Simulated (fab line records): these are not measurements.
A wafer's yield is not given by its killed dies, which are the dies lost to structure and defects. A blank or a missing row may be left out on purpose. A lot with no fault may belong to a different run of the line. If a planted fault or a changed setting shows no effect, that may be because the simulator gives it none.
Chamber matching / flow nand-harc / NHARC_P_M1_DEP_33 on pecvd-01 has 3 sister chambers
The step deposits SiCN, target thk 30 nm. 3 wafers are shown with their chamber, then 12 later ones without.

WAFERS WITH THEIR CHAMBER
wafer=L087.1; chamber=1; heater-power-w (W)=527
wafer=L087.2; chamber=2; heater-power-w (W)=432
wafer=L087.6; chamber=0; heater-power-w (W)=519

WAFERS MISSING THEIR CHAMBER
wafer=L090.1; heater-power-w (W)=511
wafer=L090.4; heater-power-w (W)=539
wafer=L090.6; heater-power-w (W)=515
wafer=L091.1; heater-power-w (W)=496
wafer=L091.2; heater-power-w (W)=555
wafer=L091.4; heater-power-w (W)=530
wafer=L096.2; heater-power-w (W)=577
wafer=L096.4; heater-power-w (W)=577
wafer=L096.6; heater-power-w (W)=510
wafer=L097.2; heater-power-w (W)=523
wafer=L097.4; heater-power-w (W)=580
wafer=L097.6; heater-power-w (W)=559

CHAMBER TAKEN BY EACH
wafer=L090.1; from the rows above=can't be placed: 0 or 1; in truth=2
wafer=L090.4; from the rows above=can't be placed: 1 or 0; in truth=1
wafer=L090.6; from the rows above=can't be placed: 0 or 1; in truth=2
wafer=L091.1; from the rows above=can't be placed: 0 or 1 or 2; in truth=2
wafer=L091.2; from the rows above=can't be placed: 1 or 0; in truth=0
wafer=L091.4; from the rows above=can't be placed: 1 or 0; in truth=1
wafer=L096.2; from the rows above=can't be placed: 1 or 0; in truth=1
wafer=L096.4; from the rows above=can't be placed: 1 or 0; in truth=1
wafer=L096.6; from the rows above=can't be placed: 0 or 1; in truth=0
wafer=L097.2; from the rows above=can't be placed: 0 or 1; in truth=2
wafer=L097.4; from the rows above=can't be placed: 1 or 0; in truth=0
wafer=L097.6; from the rows above=can't be placed: 1 or 0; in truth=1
Correct placement for 0 of the 12. From these rows, 12 cannot be placed; in 9 the true chamber is one of the candidates. 0 placed wrongly.
How it was worked out, from the rows above alone: a wafer's distance from a chamber is the root of the sum, over the readings, of the square of ((its reading less the chamber's mean) divided by the reading's scatter). If the next closest chamber is less than 2 further off than the closest, the wafer can't be placed; otherwise it belongs to the closest. For every chamber, the mean is computed from those of its wafers that are shown. The scatter: with one shown wafer a chamber, the root of the mean of the squares of how far each hidden wafer lies from its nearest shown one.
